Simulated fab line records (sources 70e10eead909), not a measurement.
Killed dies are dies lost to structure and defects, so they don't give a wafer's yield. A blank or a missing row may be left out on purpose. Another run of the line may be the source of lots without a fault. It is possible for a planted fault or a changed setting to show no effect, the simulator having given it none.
Struck lot and sound lot, side by side | flow nand-harc | 13 out of 1159 route steps
Sound: the wafers L175.1, L175.2, L175.3. Wafers struck: L170.2, L170.3, L170.4. Last of all comes the cause.
Per side, at each step with rows, come the tool, then ch with its chambers, and then its first start. Under that, the readings that differ: sound wafers | struck wafers | difference of the means | sigmas: that difference in standard deviations of wafers without a fault.
alike: readings whose means differ by less than 2 such deviations, and words and numbers that are the same on both sides. not compared: withheld readings, readings that some wafer has no value for, bounds like >300 that may hide the same value, and numbers for which the record gives no deviation and whose values overlap.
Wherever a step has rows on one side only, a row that says differs or no value, or a row with sigmas, the two part there. Non-overlapping numbers with no deviation appear without sigmas and do not part them. A reading missing from all wafers of one side parts the sides only when that side holds two or more wafers.

NHARC_A_CONTACT_DEP_28: deposits aC, target thk 3600 nm.
  sound on acl-dep-03 ch 0, day 20 13:10; struck on acl-dep-01 ch 0, day 18 21:56
  alike: throttle-valve-pct
NHARC_A_CONTACT_DEP_29: deposits SiON, target thk 70 nm.
  sound on pecvd-04 ch 0,1,2, day 20 15:23; struck on pecvd-02 ch 0,1,2, day 18 23:50
  alike: heater-power-w
then, 9 steps without rows for these wafers: NHARC_A_CONTACT_DEHYDRATE_32 (time 120 s); NHARC_A_CONTACT_HMDS_33 (time 30 s); NHARC_A_CONTACT_COAT_34 (time 75 s); NHARC_A_CONTACT_COAT_35 (time 65 s); NHARC_A_CONTACT_COAT_36 (resist thk 90 nm); NHARC_A_CONTACT_SOFTBAKE_37 (time 55 s); NHARC_A_CONTACT_EBR_38; NHARC_A_CONTACT_EXPOSE_39 (exposes mask A CC 3); NHARC_A_CONTACT_PEB_40 (peb time 65 s).
NHARC_A_CONTACT_DEVELOP_41: develop time 35 s.
  sound on litho-track-01 ch 0, day 20 16:00; struck on litho-track-01, day 19 00:00
  no value came back on the struck wafers for chill-plate-temp-C (C), develop-time-s (s); on the sound wafers chill-plate-temp-C (C) reads 23.04 23.03 22.90
NHARC_A_CONTACT_CD_MEAS_42: the cd target is 200 nm.
  sound on cd-sem-03 ch 0, day 20 16:06; struck on cd-sem-01 ch 0, day 19 00:25
  reading    | sound             | struck | difference                    | sigmas
  cd-nm (nm) | 200.3 199.5 201.2 | - - -  | no value on the struck wafers |

## WHERE THEY PART
First at NHARC_A_CONTACT_DEVELOP_41; last, within this record, at NHARC_A_CONTACT_CD_MEAS_42.

WHY: whatever the simulator had introduced
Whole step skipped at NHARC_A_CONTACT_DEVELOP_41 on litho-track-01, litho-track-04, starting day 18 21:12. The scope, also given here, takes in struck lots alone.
